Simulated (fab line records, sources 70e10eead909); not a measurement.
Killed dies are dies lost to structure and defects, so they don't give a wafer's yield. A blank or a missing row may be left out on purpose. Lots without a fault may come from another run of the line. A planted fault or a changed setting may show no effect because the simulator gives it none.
Chamber matching | flow nand_harc | NHARC_A_STAIRCASE_DESCUM_186 on rie_diel-12: 4 sister chambers
The step chemistry O2, time 3 s. 20 wafers are shown with their chamber, then 10 later ones without.

WAFERS WITH THEIR CHAMBER
wafer  | chamber | drypump_motor_current_A (A) | showerhead_plenum_p_Torr (Torr) | oes_product_au (a.u.)
L077.3 | 2       | 5.3                         | 1.82                            | 0.980
L077.4 | 3       | 5.6                         | 1.98                            | 1.001
L077.6 | 2       | 5.3                         | 1.82                            | 0.982
L082.2 | 0       | 6.1                         | 1.99                            | 0.998
L082.4 | 3       | 5.6                         | 1.98                            | 1.018
L082.6 | 0       | 6.1                         | 1.99                            | 0.978
L082.1 | 1       | 5.9                         | 2.07                            | 1.004
L082.3 | 2       | 5.3                         | 1.81                            | 1.005
L082.5 | 3       | 5.5                         | 1.98                            | 1.006
L083.1 | 1       | 5.9                         | 2.07                            | 1.001
L083.3 | 2       | 5.3                         | 1.81                            | 0.995
L083.5 | 0       | 6.1                         | 1.99                            | 0.985
L084.1 | 2       | 5.3                         | 1.81                            | 0.994
L084.2 | 1       | 5.9                         | 2.07                            | 0.986
L084.6 | 3       | 5.6                         | 1.98                            | 1.005
L087.2 | 1       | 5.9                         | 2.07                            | 0.988
L087.4 | 0       | 6.1                         | 1.99                            | 0.974
L087.5 | 1       | 5.9                         | 2.07                            | 0.993
L091.1 | 3       | 5.6                         | 1.97                            | 1.012
L091.2 | 1       | 5.9                         | 2.06                            | 0.994

SIGNATURES (means of the wafers above)
reading                  | chamber 0 | chamber 1 | chamber 2 | chamber 3 | scatter within a chamber
drypump_motor_current_A  | 6.100     | 5.900     | 5.300     | 5.580     | 0.0224
showerhead_plenum_p_Torr | 1.9900    | 2.0683    | 1.8140    | 1.9780    | 0.00421
oes_product_au           | 0.98375   | 0.99433   | 0.99120   | 1.00840   | 0.0086
Rule: a wafer's distance from a chamber is the root of the sum, over the readings, of the square of ((its reading less the chamber's mean) divided by the reading's scatter). The wafer belongs to the nearest chamber; if the next one is less than 2 further off, it can't be placed. The scatter: the root of (the sum of the squares of (reading less its chamber's mean) over the shown wafers, divided by (wafers less chambers)).

WAFERS WITHOUT THEIR CHAMBER
wafer  | drypump_motor_current_A (A) | showerhead_plenum_p_Torr (Torr) | oes_product_au (a.u.)
L091.3 | 5.3                         | 1.81                            | 0.981
L091.4 | 6.1                         | 1.99                            | 0.967
L091.5 | 5.5                         | 1.97                            | 0.991
L091.6 | 5.3                         | 1.81                            | 0.983
L093.1 | 5.9                         | 2.06                            | 0.984
L093.2 | 5.3                         | 1.81                            | 0.987
L093.6 | 5.3                         | 1.81                            | 1.002
L093.3 | 6.1                         | 1.99                            | 0.978
L093.4 | 5.5                         | 1.97                            | 1.008
L093.5 | 5.9                         | 2.06                            | 1.000

WHICH CHAMBER EACH WENT THROUGH
wafer  | from the rows above | in truth
L091.3 | 2                   | 2
L091.4 | 0                   | 0
L091.5 | 3                   | 3
L091.6 | 2                   | 2
L093.1 | 1                   | 1
L093.2 | 2                   | 2
L093.6 | 2                   | 2
L093.3 | 0                   | 0
L093.4 | 3                   | 3
L093.5 | 1                   | 1
Placed correctly: 10 of 10. Can't be placed from these rows: 0. Placed wrongly: 0.
